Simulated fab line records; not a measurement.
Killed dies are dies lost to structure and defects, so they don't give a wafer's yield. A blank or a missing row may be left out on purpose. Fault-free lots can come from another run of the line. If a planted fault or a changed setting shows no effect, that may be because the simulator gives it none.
A lot that was struck, set against a sound lot / flow n5 finfet / 19 out of 1938 route steps
Sound: these wafers, L263.2, L263.3, L263.5. The struck wafers were L260.2, L260.5, L260.6. Last of all comes the cause.
Order at every step that has rows: each side's tool, ch and its chambers, its first start. Under that, the readings that differ: sound wafers / struck wafers / difference of the means / sigmas: that difference in standard deviations of wafers without a fault.
alike: a reading whose means differ by less than 2 such deviations, as well as words and numbers matching on both sides. not compared: withheld readings; readings where some wafer has no value; bounds like >300 that might hide an equal value; numbers whose values overlap and for which the record gives no deviation.
A row with sigmas, a row that says differs or no value, or rows on one side alone: a step with any of these is where the two part. Numbers that don't overlap but have no deviation are shown without sigmas and don't part them. A reading missing from all wafers of one side parts the sides only when that side holds two or more wafers.

N5_BEOL_M13_ETCH_59: etches BARC in N2/H2, target depth 89 nm, overetch 26.7 nm, time 67.9 s.
  sound on rie diel-02 ch 0,2, day 16 11:42; struck on rie diel-04 ch 0,1,2, day 15 20:14
  alike: drypump motor current A, oes product au, rf vpp V, showerhead plenum p Torr, throttle valve pct
  not compared: rf hours counter h
N5_BEOL_M13_VIA_ETCH_16: etches SiOC in C4F8/O2/Ar, target depth 921.7 nm.
  sound on rie diel-02 ch 0,2, day 16 11:45; struck on rie diel-04 ch 0,1,2, day 15 20:18
  alike: C4F8_flow_sccm, O2_flow_sccm, drypump motor current A, oes product au, rf vpp V, showerhead plenum p Torr, throttle valve pct
N5_BEOL_M13_STRIP_63: strips in N2/H2.
  sound on plasma asher-02 ch 0,1, day 16 11:59; struck on plasma asher-02 ch 0,1, day 15 20:32
  alike: drypump motor current A, heater power w, oes product au, strip time to endpoint s
  not compared: rf hours counter h
N5_BEOL_M13_STRIP_64: strips in N2/H2.
  sound on plasma asher-02 ch 0,1, day 16 12:03; struck on plasma asher-02 ch 0,1, day 15 20:35
  alike: drypump motor current A, heater power w, oes product au, strip time to endpoint s
  not compared: rf hours counter h
then, 2 steps without rows for these wafers: N5_BEOL_M13_STRIP_71 (strips in post etch residue remover, time 60 s); N5_BEOL_M13_SRD_72 (time 30 s, dry time 30 s).
N5_BEOL_M13_CD_MEAS_17 targets a cd of 190 nm.
  struck on cd sem-01, day 15 20:44; sound on cd sem-01, day 16 12:12
  alike: cd nm
then, 5 steps without rows for these wafers: N5_BEOL_M13_COAT_65 (time 60 s, resist thk 350 nm); N5_BEOL_M13_COAT_66 (time 60 s, resist thk 110 nm); N5_BEOL_M13_COAT_22 (resist thk 300 nm); N5_BEOL_M13_EBR_24; N5_BEOL_M13_SOFTBAKE_23 (time 60 s).
N5_BEOL_M13_EXPOSE_25: exposes mask M13, target cd 210 nm.
  sound on krf scanner-01 ch 0, day 16 12:29; struck on krf scanner-02 ch 0, day 15 21:01
reading=model.BEOL_M13.overlay x nm (nm); sound=-6 -6 -6; struck=20.2 20.2 20.2; difference=+26.2; sigmas=
  alike: mask, focus offset nm
then, 3 steps without rows for these wafers: N5_BEOL_M13_PEB_26 (peb time 90 s); N5_BEOL_M13_DEVELOP_27 (develop time 45 s); N5_BEOL_M13_HARDBAKE_32 (time 120 s).
N5_BEOL_M13_CD_MEAS_28 targets a cd of 209.5 nm.
  sound on cd sem-02 ch 0, day 16 12:39; struck on cd sem-02 ch 0, day 15 21:11
  alike: cd nm
N5_BEOL_M13_OVL_MEAS_29:
  sound on overlay-01 ch 0, day 16 12:41; struck on overlay-02 ch 0, day 15 21:13
reading=M13_OVL (nm); sound=-15 -9 -12; struck=28 24 21; difference=+36; sigmas=+5
N5_BEOL_M13_INSPECT_30: inspects for defects (macro).
  struck on defect inspect-02, day 15 21:15; sound on defect inspect-02, day 16 12:53
  alike: raw defect count

WHERE THEY PART
Only at N5_BEOL_M13_OVL_MEAS_29, within this record. Later steps at which nothing parts them and some readings are alike: N5_BEOL_M13_INSPECT_30.

WHY: the cause the simulator had injected
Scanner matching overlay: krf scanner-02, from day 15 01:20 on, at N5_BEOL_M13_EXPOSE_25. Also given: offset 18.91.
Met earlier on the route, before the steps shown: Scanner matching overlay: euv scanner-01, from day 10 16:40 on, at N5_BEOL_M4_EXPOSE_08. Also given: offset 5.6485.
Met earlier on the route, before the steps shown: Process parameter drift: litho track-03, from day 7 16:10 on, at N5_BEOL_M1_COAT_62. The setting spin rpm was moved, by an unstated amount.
